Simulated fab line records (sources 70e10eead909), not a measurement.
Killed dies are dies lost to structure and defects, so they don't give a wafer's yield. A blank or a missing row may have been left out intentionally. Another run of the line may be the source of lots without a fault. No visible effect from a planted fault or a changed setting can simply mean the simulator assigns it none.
Comparing a struck lot with a sound one -- flow nand harc -- 31 steps out of a route of 1302
Sound: the wafers L800.1, L800.4, L800.5. Wafers struck: L811.2, L811.4, L811.5. The cause is named last.
Order at every step that has rows: each side's tool, ch and its chambers, its first start. Under that, the readings that differ: sound wafers -- struck wafers -- difference of the means -- sigmas: that difference in standard deviations of wafers without a fault.
alike: readings whose means differ by less than 2 such deviations, and words and numbers that are the same on both sides. not compared: withheld readings, readings that some wafer has no value for, bounds like >300 that may hide the same value, and numbers for which the record gives no deviation and whose values overlap.
The two part at a step that has a row with sigmas, a row that says differs or no value, or rows on one side only. Numbers that have no deviation but don't overlap get no sigmas and don't part them. A reading missing from all wafers of one side parts the sides only when that side holds two or more wafers.

first, 2 steps without rows for these wafers: NHARC_P_ZERO_WELL_PEB_50 (peb time 85 s); NHARC_P_ZERO_WELL_DEVELOP_51 (time 70 s).
NHARC_P_ZERO_WELL_CD_MEAS_52: target cd 2000 nm.
  sound on cd sem-01 ch 0, day 4 03:22; struck on cd sem-02 ch 0, day 8 18:25
  alike: cd nm
then, 1 step without rows for these wafers: NHARC_P_ZERO_WELL_HARDBAKE_53 (time 80 s).
NHARC_P_ZERO_WELL_DESCUM_54: chemistry O2, time 3 s.
  sound on rie diel-13 ch 2,3, day 4 03:32; struck on rie diel-13 ch 0,1, day 8 18:34
  alike: chamber pressure mTorr, drypump motor current A, oes product au, rf vpp V, showerhead plenum p Torr, throttle valve pct
  not compared: rf hours counter h
then, 5 steps without rows for these wafers: NHARC_P_ZERO_WELL_IMPLANT_55; NHARC_P_ZERO_WELL_IMPLANT_61; NHARC_P_ZERO_WELL_STRIP_56 (strips in SPM, time 840 s); NHARC_P_ZERO_WELL_PRECLEAN_68 (cleans in SC1, time 60 s); NHARC_P_ZERO_WELL_SRD_69.
NHARC_P_ZERO_WELL_RTA_42: time 300 s.
  sound on rtp anneal-02 ch 0, day 4 04:31; struck on rtp anneal-01 ch 0, day 8 19:38
reading,sound,struck,difference,sigmas
lamp power pct (%),32.7 32.7 32.7,35.2 35.2 35.2,+2.5,+2
lamp_zone_7_pct (%),32.9 32.9 33.0,35.4 35.4 35.5,+2.5,+2
  alike: wafer_temp_C_max
NHARC_P_ZERO_WELL_INSPECT_43:
  sound: defect inspect-01 at day 4 05:11; struck: defect inspect-01 at day 8 20:13
  alike: raw defect count
NHARC_P_STI_ETCH_26: etches SiO2 in dHF, target depth 11 nm.
  sound on wet bench-04 ch 0,4,7, day 4 05:14; struck on wet bench-05 ch 2,6,7, day 8 20:16
then, 13 steps without rows for these wafers: NHARC_P_STI_PRECLEAN_27 (cleans in SC1); NHARC_P_STI_SRD_28; NHARC_P_STI_OXIDE_29 (material SiO2, target thk 10 nm, ox time 1362 s); NHARC_P_STI_HM_DEP_30 (deposits Si3N4, target thk 80 nm, time 873 s); NHARC_P_STI_DEHYDRATE_01 (time 120 s); NHARC_P_STI_HMDS_02 (time 30 s); NHARC_P_STI_COAT_41 (time 65 s); NHARC_P_STI_COAT_03 (resist thk 600 nm); NHARC_P_STI_SOFTBAKE_04 (time 70 s); NHARC_P_STI_EBR_05; NHARC_P_STI_EXPOSE_06 (exposes mask P STI, target cd 200 nm); NHARC_P_STI_PEB_07 (peb time 80 s); NHARC_P_STI_DEVELOP_08 (time 50 s).
NHARC_P_STI_CD_MEAS_09: target cd 200 nm.
  sound on cd sem-03 ch 0, day 4 20:08; struck on cd sem-02 ch 0, day 9 12:36
  alike: cd nm
NHARC_P_STI_OVL_MEAS_10:
  sound: overlay-02 at day 4 20:13; struck: overlay-01 at day 9 12:41
reading,sound,struck,difference,sigmas
overlay y nm (nm),-3 -3 -3,16 16 16,+19,+3
  alike: overlay x nm
NHARC_P_STI_INSPECT_11:
  sound: defect inspect-02 at day 4 20:16; struck: defect inspect-01 at day 9 12:44
reading,sound,struck,difference,sigmas
raw defect count,5 4 4,628 646 604,+622,+99 or more
then, 1 step without rows for these wafers: NHARC_P_STI_HARDBAKE_13 (time 65 s).
-- jump in the record: it breaks off in module P_STI and resumes in module END (first step shown: number 1302 of the route), and 22 days separate the struck wafers' starts before and after --
NHARC_END_SORT_01:
  only the struck wafers appear in the record here, on prober-02 ch 0 at day 31 02:25; the sound ones have no rows

== WHERE THEY PART ==
At NHARC_P_ZERO_WELL_RTA_42 first; at NHARC_END_SORT_01 last (within this record only).

WHY: what had been put in by the simulator
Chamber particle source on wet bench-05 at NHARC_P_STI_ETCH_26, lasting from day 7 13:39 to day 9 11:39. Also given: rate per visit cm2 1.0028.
